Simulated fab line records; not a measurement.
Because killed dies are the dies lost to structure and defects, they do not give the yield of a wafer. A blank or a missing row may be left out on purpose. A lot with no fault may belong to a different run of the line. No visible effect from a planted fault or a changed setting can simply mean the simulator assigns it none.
Problem report in the 8D (eight disciplines) form, filled by code + flow nandHarc + the parts of the form that need people (team, actions taken, sign-off) are left out

1. THE ISSUE
At NHARC_A_ONON_D1_THK_MEAS_21, thkNm averages 912 nm over 2 wafers from 2 lots, while fault-free wafers read 1000 nm, standard deviation 9.8. Relative to the usual mean, that is a shift of -9.0 standard deviations.
The step: measures by ellipsometry.
First observed at day 12 18:59: wafer L264.3, on filmMetro-01. The record has a number at this step for 42 wafers belonging to 14 lots. Rule for "out", or "out of limits": more than 4 standard deviations from the usual mean. All remaining wafers that have a number are taken as sound.

2. WHAT THIS IS AND IS NOT
| question                    | is                         | is not                                                                                                   |
|-----------------------------|----------------------------|----------------------------------------------------------------------------------------------------------|
| which readings at this step | thkNm                      | -                                                                                                        |
| which lots                  | L264, L265                 | L253, L254, L257, L258, L260, L261, L271, L272, L273, L274, L275, L276                                   |
| which wafers of those lots  | L264.3, L265.5             | L264.1, L264.6, L265.4, L265.6                                                                           |
| read on which gauges        | filmMetro-01, filmMetro-02 | -                                                                                                        |
| when                        | from day 12 18:59          | up to then (20 sound wafers); but 20 sound wafers of L265, L271, L272, L273, L274, L275, L276 came after |

3. THE SUSPECTS, EACH WITH WHAT RULES IT OUT
Counting: if a tool at a process step up to the reading ran every lot that is out, it stays a suspect. Sound lots after the first of them don't rule it out here, since some wafers of a struck lot are sound.
- ruled out: the gauge at NHARC_A_ONON_D1_THK_MEAS_21. The wafers that are out were read on 2 gauges (filmMetro-01, filmMetro-02).
- pecvdOnon-04 at NHARC_A_ONON_D1_DEP_19 (target thk 1000 nm): kept. It processed each lot that is out (first: L264, day 12 18:28); up to then, its last sound lot is L261 (day 11 10:49).
The count leaves pecvdOnon-04 at NHARC_A_ONON_D1_DEP_19.

4. THE CAUSE (what the simulator had put in)
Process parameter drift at NHARC_A_ONON_D1_DEP_19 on pecvdOnon-04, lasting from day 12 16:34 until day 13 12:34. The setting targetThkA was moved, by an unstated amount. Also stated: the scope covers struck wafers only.
The count eliminated every tool but this one.

5. SEQUENCE OF EFFECTS, ordered by route
Each row: a reading where the mean over the struck wafers with a number is more than 3 standard deviations away from the usual. Scope: only readings with a usual standard deviation given in the record; hours: median across lots of the time from each lot's start at the first step in this table that gives one to its start at this step; sigmas: change in usual standard deviations.
| hours | step                        | reading | usual   | on struck wafers | change | sigmas |
|-------|-----------------------------|---------|---------|------------------|--------|--------|
| 0     | NHARC_A_ONON_D1_THK_MEAS_21 | thkNm   | 1000 nm | 912              | -88    | -9.0   |

6. HOW IT WOULD HAVE BEEN CAUGHT EARLIER
In this record the first reading out of limits at a measuring or inspecting step was taken at day 12 18:59, 2 hours after the fault began at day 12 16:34.
An alarm limit of 4 standard deviations would not have fired on the tool readings at NHARC_A_ONON_D1_DEP_19 for which the record gives a usual standard deviation, since none of them was out on any struck wafer.
Lots out: 2; of these, L265 started NHARC_A_ONON_D1_DEP_19 on pecvdOnon-04 after day 12 18:59. It would have been spared by a hold on the tool at that moment.
